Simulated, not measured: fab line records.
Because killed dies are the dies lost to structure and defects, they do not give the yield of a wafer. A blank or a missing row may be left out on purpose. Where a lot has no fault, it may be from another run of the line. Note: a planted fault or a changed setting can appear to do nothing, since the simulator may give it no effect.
Split-lot experiment / flow n5_finfet / 21 wafers read across 7 lots, on a route 1938 steps long

## ON THE SPLIT
At N5_DUMMY_GATE_ETCH_32 (etches SiO2 in CF4, target depth 3.5 nm, time 3.9 s), the setting time_s was moved away from the recipe's 3.9 s on 8 of the 21 wafers read, by -12.4% to +20.0%. The other wafers ran this setting at the recipe's value.

The reading comes from the split's own step.

## THE READING
etch.depth_nm (the simulator's own value, which no gauge read), in nm, at N5_DUMMY_GATE_ETCH_32 (etches SiO2 in CF4, target depth 3.5 nm, time 3.9 s). No usual value for it is given in the file. Average 3.493 nm, standard deviation 0.051 nm, over the 13 wafers here run with the recipe.

wafer=L081.1; tool, chamber at the split=rie_si-04, 3; time_s as run, s=4.161; against the recipe=+6.7%; etch.depth_nm, nm=3.679; against lot-mates on the recipe=+0.188
wafer=L081.4; tool, chamber at the split=rie_si-04, 0; time_s as run, s=3.9; against the recipe=recipe; etch.depth_nm, nm=3.491; against lot-mates on the recipe=-
wafer=L081.5; tool, chamber at the split=rie_si-04, 1; time_s as run, s=4.161; against the recipe=+6.7%; etch.depth_nm, nm=3.692; against lot-mates on the recipe=+0.201
wafer=L083.1; tool, chamber at the split=rie_si-04, 2; time_s as run, s=3.9; against the recipe=recipe; etch.depth_nm, nm=3.489; against lot-mates on the recipe=-
wafer=L083.4; tool, chamber at the split=rie_si-04, 0; time_s as run, s=3.9; against the recipe=recipe; etch.depth_nm, nm=3.475; against lot-mates on the recipe=-
wafer=L083.5; tool, chamber at the split=rie_si-04, 1; time_s as run, s=3.9; against the recipe=recipe; etch.depth_nm, nm=3.479; against lot-mates on the recipe=-
wafer=L084.1; tool, chamber at the split=rie_si-04, 3; time_s as run, s=3.418; against the recipe=-12.4%; etch.depth_nm, nm=3.024; against lot-mates on the recipe=-0.464
wafer=L084.3; tool, chamber at the split=rie_si-04, 0; time_s as run, s=3.9; against the recipe=recipe; etch.depth_nm, nm=3.488; against lot-mates on the recipe=-
wafer=L084.6; tool, chamber at the split=rie_si-04, 2; time_s as run, s=3.418; against the recipe=-12.4%; etch.depth_nm, nm=3.071; against lot-mates on the recipe=-0.417
wafer=L085.4; tool, chamber at the split=rie_si-02, 2; time_s as run, s=4.681; against the recipe=+20.0%; etch.depth_nm, nm=4.151; against lot-mates on the recipe=+0.563
wafer=L085.5; tool, chamber at the split=rie_si-02, 3; time_s as run, s=3.9; against the recipe=recipe; etch.depth_nm, nm=3.565; against lot-mates on the recipe=-
wafer=L085.6; tool, chamber at the split=rie_si-02, 1; time_s as run, s=3.9; against the recipe=recipe; etch.depth_nm, nm=3.611; against lot-mates on the recipe=-
wafer=L086.2; tool, chamber at the split=rie_si-04, 3; time_s as run, s=3.9; against the recipe=recipe; etch.depth_nm, nm=3.425; against lot-mates on the recipe=-
wafer=L086.4; tool, chamber at the split=rie_si-04, 2; time_s as run, s=3.9; against the recipe=recipe; etch.depth_nm, nm=3.497; against lot-mates on the recipe=-
wafer=L086.6; tool, chamber at the split=rie_si-04, 3; time_s as run, s=3.9; against the recipe=recipe; etch.depth_nm, nm=3.408; against lot-mates on the recipe=-
wafer=L088.3; tool, chamber at the split=rie_si-04, 1; time_s as run, s=3.9; against the recipe=recipe; etch.depth_nm, nm=3.524; against lot-mates on the recipe=-
wafer=L088.4; tool, chamber at the split=rie_si-04, 3; time_s as run, s=3.521; against the recipe=-9.7%; etch.depth_nm, nm=3.119; against lot-mates on the recipe=-0.405
wafer=L088.5; tool, chamber at the split=rie_si-04, 0; time_s as run, s=3.521; against the recipe=-9.7%; etch.depth_nm, nm=3.164; against lot-mates on the recipe=-0.360
wafer=L095.3; tool, chamber at the split=rie_si-04, 0; time_s as run, s=4.503; against the recipe=+15.5%; etch.depth_nm, nm=3.982; against lot-mates on the recipe=+0.505
wafer=L095.4; tool, chamber at the split=rie_si-04, 3; time_s as run, s=3.9; against the recipe=recipe; etch.depth_nm, nm=3.46; against lot-mates on the recipe=-
wafer=L095.6; tool, chamber at the split=rie_si-04, 0; time_s as run, s=3.9; against the recipe=recipe; etch.depth_nm, nm=3.495; against lot-mates on the recipe=-

THE FIT
A straight line over all 21 wafers: etch.depth_nm changes by +0.0337 nm for each +1% of time_s; r = +0.99; the points scatter about the line by 0.046 nm.
The same after taking each lot's own level away (the mean of its wafers on the recipe; 21 wafers): +0.0327 nm for each +1%; r = +0.99; scatter 0.035 nm.
The reading moves by 0.66 nm for the largest change in time_s, on that fit.
From 3.4433 to 3.5880 nm: that is the span of the lots' own levels, equal to 2.8 times the standard deviation above.
The two slopes agree, so the slope changes little with the lot-to-lot level.
Check: with one of the wafers moved furthest among these (+20.0%) left out of the fit, the line predicts +0.684 nm for it against its lot-mates. It came out at +0.563 nm against them.

## THE OTHER SPLITS THESE WAFERS WENT THROUGH
Before the reading, these wafers also passed through other splits. Each is held against what the fit with the lots' levels taken away leaves over:
other split on the same wafers=N5_ZERO_LAYER_EXPOSE_08 dose_mj; wafers away from the commonest value=10; r with etch.depth_nm (lot level and that fit taken away)=+0.06
other split on the same wafers=N5_ZERO_LAYER_DEVELOP_10 develop_time_s; wafers away from the commonest value=7; r with etch.depth_nm (lot level and that fit taken away)=-0.15
other split on the same wafers=N5_PMOS_HMC_CHANNEL_EPI_PEB_07 peb_time_s; wafers away from the commonest value=5; r with etch.depth_nm (lot level and that fit taken away)=-0.15
other split on the same wafers=N5_FIN_SAQP_PEB_14 peb_time_s; wafers away from the commonest value=7; r with etch.depth_nm (lot level and that fit taken away)=-0.05
other split on the same wafers=N5_FIN_SAQP_FIN_ETCH_36 icp_w; wafers away from the commonest value=4; r with etch.depth_nm (lot level and that fit taken away)=-0.50
other split on the same wafers=N5_FIN_CUT_COAT_19 spin_rpm; wafers away from the commonest value=8; r with etch.depth_nm (lot level and that fit taken away)=-0.11

## FILE'S OWN FIT
etch.depth_nm changes by +0.0317 nm for each +1% of time_s, r = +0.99.
